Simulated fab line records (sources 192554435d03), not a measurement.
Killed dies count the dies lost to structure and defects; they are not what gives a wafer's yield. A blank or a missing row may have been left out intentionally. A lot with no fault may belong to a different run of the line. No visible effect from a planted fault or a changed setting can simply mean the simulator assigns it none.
Split-lot study + flow n5 finfet + 7 lots, 21 wafers read, on a route of 1938 steps

SPLIT DETAILS
At N5_BEOL_M5_COAT_71 (time 60 s, resist thk 5 nm), the setting spin rpm was moved away from the recipe's 1500 rpm on 6 of the 21 wafers read, by -10.6% to +7.3%. For the rest of the wafers, this setting stayed at what the recipe calls for.

Split to reading: the file shows no intervening step.

THE READING
etch.depth nm (the simulator's own value, which no gauge read), in nm, at N5_BEOL_M5_ETCH_72 (etches underlayer in N2/H2, target depth 6.5 nm, time 5.2 s). The file does not state a usual value for it. Average 4.992 nm, standard deviation 0.015 nm, over the 15 wafers here run with the recipe.

| wafer  | tool, chamber at the split | spin rpm as run, rpm | against the recipe | etch.depth nm, nm | against lot-mates on the recipe |
|--------|----------------------------|----------------------|--------------------|-------------------|---------------------------------|
| L079.1 | litho track-03, 0          | 1500                 | recipe             | 4.971             | -                               |
| L079.5 | litho track-03, 0          | 1500                 | recipe             | 4.973             | -                               |
| L079.6 | litho track-03, 0          | 1500                 | recipe             | 4.983             | -                               |
| L084.4 | litho track-02, 0          | 1500                 | recipe             | 4.993             | -                               |
| L084.5 | litho track-02, 0          | 1500                 | recipe             | 4.973             | -                               |
| L084.6 | litho track-02, 0          | 1500                 | recipe             | 4.993             | -                               |
| L087.2 | litho track-03, 0          | 1390                 | -7.3%              | 5.194             | +0.199                          |
| L087.4 | litho track-03, 0          | 1500                 | recipe             | 4.995             | -                               |
| L087.5 | litho track-03, 0          | 1390                 | -7.3%              | 5.184             | +0.189                          |
| L089.1 | litho track-02, 0          | 1610                 | +7.3%              | 4.82              | -0.178                          |
| L089.3 | litho track-02, 0          | 1610                 | +7.3%              | 4.828             | -0.170                          |
| L089.6 | litho track-02, 0          | 1500                 | recipe             | 4.998             | -                               |
| L092.2 | litho track-02, 0          | 1500                 | recipe             | 5.016             | -                               |
| L092.4 | litho track-02, 0          | 1500                 | recipe             | 5.019             | -                               |
| L092.6 | litho track-02, 0          | 1500                 | recipe             | 5.016             | -                               |
| L091.3 | litho track-03, 0          | 1341                 | -10.6%             | 5.267             | +0.287                          |
| L091.4 | litho track-03, 0          | 1500                 | recipe             | 4.983             | -                               |
| L091.6 | litho track-03, 0          | 1500                 | recipe             | 4.978             | -                               |
| L093.3 | litho track-04, 0          | 1500                 | recipe             | 5.002             | -                               |
| L093.5 | litho track-04, 0          | 1500                 | recipe             | 4.993             | -                               |
| L093.6 | litho track-04, 0          | 1560                 | +4.0%              | 4.89              | -0.108                          |

FIT RESULTS
A straight line over all 21 wafers: etch.depth nm changes by -0.0252 nm for each +1% of spin rpm; r = -0.99; the points scatter about the line by 0.015 nm.
The same after taking each lot's own level away (the mean of its wafers on the recipe; 21 wafers): -0.0258 nm for each +1%; r = -1.00; scatter 0.0075 nm.
Per that fit: largest spin rpm move, reading shift of 0.27 nm.
From 4.9757 to 5.0170 nm: that is the span of the lots' own levels, equal to 2.7 times the standard deviation above.
The two slopes are in agreement: the lot-to-lot level therefore moves the slope only a little.
Check: +0.269 nm against its lot-mates is what the line predicts for one of the wafers moved furthest among these (-10.6%) when that wafer is left out of the fit. Against them it came out at +0.287 nm.

ADDITIONAL SPLITS CARRIED BY THESE WAFERS
Note: prior to the reading, these wafers also went through further splits. Each is held against what the fit with the lots' levels taken away leaves over:
| other split on the same wafers            | wafers away from the commonest value | r with etch.depth nm (lot level and that fit taken away) |
|-------------------------------------------|--------------------------------------|----------------------------------------------------------|
| N5_BEOL_M0_TRENCH_ETCH_107 target depth a | 5                                    | -0.47                                                    |
| N5_BEOL_M1_ILD_DEP_00 time s              | 6                                    | -0.57                                                    |
| N5_BEOL_M1_HM_DEP_02 target thk a         | 12                                   | -0.21                                                    |
| N5_BEOL_M2_COAT_05 spin rpm               | 8                                    | +0.02                                                    |
| N5_BEOL_M3_ETCH_64 time s                 | 6                                    | -0.31                                                    |
| N5_BEOL_M4_COAT_22 spin rpm               | 9                                    | -0.01                                                    |

FILE'S OWN FIT
etch.depth nm changes by -0.0261 nm for each +1% of spin rpm, r = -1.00.
